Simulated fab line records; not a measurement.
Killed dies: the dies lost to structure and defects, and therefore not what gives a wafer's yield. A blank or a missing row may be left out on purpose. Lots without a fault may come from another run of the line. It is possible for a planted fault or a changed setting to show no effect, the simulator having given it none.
Chamber matching || flow n5-finfet || N5_GATE_CUT_STRIP_41 on rie-diel-01 has 4 sister chambers
The step strips in CF4. 18 wafers are shown with their chamber, then 9 later ones without.

== EACH WAFER AND ITS CHAMBER ==
{"wafer": "L074.3", "chamber": 0, "drypump-motor-current-A (A)": 5.8, "throttle-valve-pct (%)": 13.80, "showerhead-plenum-p-Torr (Torr)": 1.70}
{"wafer": "L074.4", "chamber": 2, "drypump-motor-current-A (A)": 6.6, "throttle-valve-pct (%)": 13.91, "showerhead-plenum-p-Torr (Torr)": 1.77}
{"wafer": "L074.5", "chamber": 1, "drypump-motor-current-A (A)": 4.7, "throttle-valve-pct (%)": 13.92, "showerhead-plenum-p-Torr (Torr)": 1.84}
{"wafer": "L075.1", "chamber": 0, "drypump-motor-current-A (A)": 5.9, "throttle-valve-pct (%)": 13.79, "showerhead-plenum-p-Torr (Torr)": 1.70}
{"wafer": "L075.3", "chamber": 3, "drypump-motor-current-A (A)": 6.2, "throttle-valve-pct (%)": 13.32, "showerhead-plenum-p-Torr (Torr)": 1.74}
{"wafer": "L075.6", "chamber": 2, "drypump-motor-current-A (A)": 6.5, "throttle-valve-pct (%)": 13.90, "showerhead-plenum-p-Torr (Torr)": 1.77}
{"wafer": "L078.1", "chamber": 2, "drypump-motor-current-A (A)": 6.6, "throttle-valve-pct (%)": 13.93, "showerhead-plenum-p-Torr (Torr)": 1.76}
{"wafer": "L078.4", "chamber": 2, "drypump-motor-current-A (A)": 6.6, "throttle-valve-pct (%)": 13.92, "showerhead-plenum-p-Torr (Torr)": 1.76}
{"wafer": "L078.5", "chamber": 1, "drypump-motor-current-A (A)": 4.7, "throttle-valve-pct (%)": 13.94, "showerhead-plenum-p-Torr (Torr)": 1.84}
{"wafer": "L083.4", "chamber": 3, "drypump-motor-current-A (A)": 6.2, "throttle-valve-pct (%)": 13.36, "showerhead-plenum-p-Torr (Torr)": 1.74}
{"wafer": "L083.5", "chamber": 0, "drypump-motor-current-A (A)": 5.9, "throttle-valve-pct (%)": 13.24, "showerhead-plenum-p-Torr (Torr)": 1.91}
{"wafer": "L083.6", "chamber": 3, "drypump-motor-current-A (A)": 6.2, "throttle-valve-pct (%)": 13.35, "showerhead-plenum-p-Torr (Torr)": 1.74}
{"wafer": "L090.3", "chamber": 3, "drypump-motor-current-A (A)": 6.2, "throttle-valve-pct (%)": 13.38, "showerhead-plenum-p-Torr (Torr)": 1.73}
{"wafer": "L090.4", "chamber": 0, "drypump-motor-current-A (A)": 5.9, "throttle-valve-pct (%)": 13.26, "showerhead-plenum-p-Torr (Torr)": 1.90}
{"wafer": "L090.5", "chamber": 3, "drypump-motor-current-A (A)": 6.2, "throttle-valve-pct (%)": 13.39, "showerhead-plenum-p-Torr (Torr)": 1.73}
{"wafer": "L091.2", "chamber": 3, "drypump-motor-current-A (A)": 6.2, "throttle-valve-pct (%)": 13.39, "showerhead-plenum-p-Torr (Torr)": 1.73}
{"wafer": "L091.4", "chamber": 0, "drypump-motor-current-A (A)": 5.9, "throttle-valve-pct (%)": 13.29, "showerhead-plenum-p-Torr (Torr)": 1.90}
{"wafer": "L091.6", "chamber": 3, "drypump-motor-current-A (A)": 6.2, "throttle-valve-pct (%)": 13.41, "showerhead-plenum-p-Torr (Torr)": 1.73}

SIGNATURES (means of the wafers above)
{"reading": "drypump-motor-current-A", "chamber 0": 5.880, "chamber 1": 4.700, "chamber 2": 6.575, "chamber 3": 6.200, "scatter within a chamber": 0.0333}
{"reading": "throttle-valve-pct", "chamber 0": 13.4760, "chamber 1": 13.9300, "chamber 2": 13.9150, "chamber 3": 13.3714, "scatter within a chamber": 0.157}
{"reading": "showerhead-plenum-p-Torr", "chamber 0": 1.8220, "chamber 1": 1.8400, "chamber 2": 1.7650, "chamber 3": 1.7343, "scatter within a chamber": 0.0597}
Rule: a wafer's distance from a chamber is the root of the sum, over the readings, of the square of ((its reading less the chamber's mean) divided by the reading's scatter). The wafer belongs to the nearest chamber; if the next one is less than 2 further off, it can't be placed. The scatter: take each reading less its chamber's mean, square it, sum over the shown wafers, divide by the number of wafers less the number of chambers, and take the root.

== WAFERS MISSING THEIR CHAMBER ==
{"wafer": "L092.2", "drypump-motor-current-A (A)": 6.2, "throttle-valve-pct (%)": 13.42, "showerhead-plenum-p-Torr (Torr)": 1.73}
{"wafer": "L092.3", "drypump-motor-current-A (A)": 6.2, "throttle-valve-pct (%)": 13.39, "showerhead-plenum-p-Torr (Torr)": 1.73}
{"wafer": "L092.5", "drypump-motor-current-A (A)": 5.9, "throttle-valve-pct (%)": 13.30, "showerhead-plenum-p-Torr (Torr)": 1.90}
{"wafer": "L093.1", "drypump-motor-current-A (A)": 4.7, "throttle-valve-pct (%)": 13.41, "showerhead-plenum-p-Torr (Torr)": 1.83}
{"wafer": "L093.4", "drypump-motor-current-A (A)": 4.7, "throttle-valve-pct (%)": 13.41, "showerhead-plenum-p-Torr (Torr)": 1.83}
{"wafer": "L093.6", "drypump-motor-current-A (A)": 6.2, "throttle-valve-pct (%)": 13.42, "showerhead-plenum-p-Torr (Torr)": 1.73}
{"wafer": "L097.2", "drypump-motor-current-A (A)": 4.7, "throttle-valve-pct (%)": 13.43, "showerhead-plenum-p-Torr (Torr)": 1.83}
{"wafer": "L097.3", "drypump-motor-current-A (A)": 5.8, "throttle-valve-pct (%)": 13.34, "showerhead-plenum-p-Torr (Torr)": 1.90}
{"wafer": "L097.4", "drypump-motor-current-A (A)": 6.6, "throttle-valve-pct (%)": 13.41, "showerhead-plenum-p-Torr (Torr)": 1.76}

== CHAMBER TAKEN BY EACH ==
{"wafer": "L092.2", "from the rows above": 3, "in truth": 3}
{"wafer": "L092.3", "from the rows above": 3, "in truth": 3}
{"wafer": "L092.5", "from the rows above": 0, "in truth": 0}
{"wafer": "L093.1", "from the rows above": 1, "in truth": 1}
{"wafer": "L093.4", "from the rows above": 1, "in truth": 1}
{"wafer": "L093.6", "from the rows above": 3, "in truth": 3}
{"wafer": "L097.2", "from the rows above": 1, "in truth": 1}
{"wafer": "L097.3", "from the rows above": 0, "in truth": 0}
{"wafer": "L097.4", "from the rows above": 2, "in truth": 2}
Correct placement for 9 of the 9. Not placeable from these rows: 0. Placed wrongly: 0.
